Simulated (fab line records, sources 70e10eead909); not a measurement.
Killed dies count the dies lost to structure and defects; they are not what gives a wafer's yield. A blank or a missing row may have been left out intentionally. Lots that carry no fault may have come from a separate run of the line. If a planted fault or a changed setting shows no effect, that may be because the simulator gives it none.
Problem report, 8D (eight disciplines) form, completed by code    flow nand-harc    the parts of the form that need people (team, actions taken, sign-off) are left out

1. THE ISSUE
Wafers without a fault read 34.2 s, standard deviation 0.43; run-length-s at NHARC_A_WL_FILL_ETCHBACK_26 reads a mean of 31.2 s on 2 wafers belonging to 2 lots. Relative to the usual mean, that is a shift of -6.9 standard deviations.
The step: etches the open film in HBr, target depth 52 nm, time 13.3 s.
The first sign was on wafer L372.3 at day 18 20:37, on rie-si-05. At this step, 40 wafers from 14 lots have a number in the record. Rule for "out" (also "out of limits"): further than 4 standard deviations from the usual mean. The other wafers with a number count as sound.

2. WHAT IT IS AND WHAT IT IS NOT
question                     is                 is not
which readings at this step  run-length-s       drypump-motor-current-A, oes-product-au, throttle-valve-pct
which lots                   L372, L373         L362, L363, L365, L367, L368, L370, L375, L379, L381, L382, L383, L384
which wafers of those lots   L372.3, L373.3     L372.2, L373.1
read on which tools          rie-si-05          rie-si-01, rie-si-03
when                         from day 18 20:37  up to then (19 sound wafers); but 19 sound wafers of L373, L375, L379, L381, L382, L383, L384 came after

3. THE SUSPECTS, EACH WITH WHAT RULES IT OUT
Counting: any tool at a process step up to the reading remains a suspect provided it ran every lot that is out. Sound lots after the first of them don't rule it out here, since some wafers of a struck lot are sound.
- rie-si-05 at NHARC_A_WL_FILL_ETCHBACK_26 (etches the open film in HBr, target depth 52 nm, time 13.3 s): kept. It processed each lot that is out (first: L372, day 18 20:37); up to then, its last sound lot is L370 (day 17 13:13). Its own run-length-s readings are out on those wafers.
- At NHARC_A_WL_FILL_ETCHBACK_26, inside rie-si-05: chamber 2 took the wafers that are out, while their sound lot-mates went through chambers 0, 1.
Remaining after the count: rie-si-05 at NHARC_A_WL_FILL_ETCHBACK_26.

4. THE CAUSE (what the simulator had put in)
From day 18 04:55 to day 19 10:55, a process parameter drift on rie-si-05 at NHARC_A_WL_FILL_ETCHBACK_26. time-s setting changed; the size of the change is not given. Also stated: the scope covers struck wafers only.
After counting, this tool was the only one left.

5. THE EFFECT CHAIN, in route order
Rows list readings where the struck wafers' mean (over those with a number) sits beyond 3 standard deviations from the usual. Scope: only readings with a usual standard deviation given in the record; hours: median across lots of the time from each lot's start at the first step in this table that gives one to its start at this step; sigmas: change in usual standard deviations.
hours  step                         reading       usual   on struck wafers  change  sigmas
0      NHARC_A_WL_FILL_ETCHBACK_26  run-length-s  34.2 s  31.2              -3.0    -6.9
It contains these process steps:
- NHARC_A_WL_FILL_ETCHBACK_26: etches the open film in HBr, target depth 52 nm, time 13.3 s.
Readings that are blank on the struck wafers while sound wafers have them: bias-w at NHARC_A_WL_FILL_ETCHBACK_26.

6. HOW IT WOULD HAVE BEEN CAUGHT EARLIER
In this record no reading fell out of limits until day 18 20:37, 16 hours after the fault had begun at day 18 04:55.
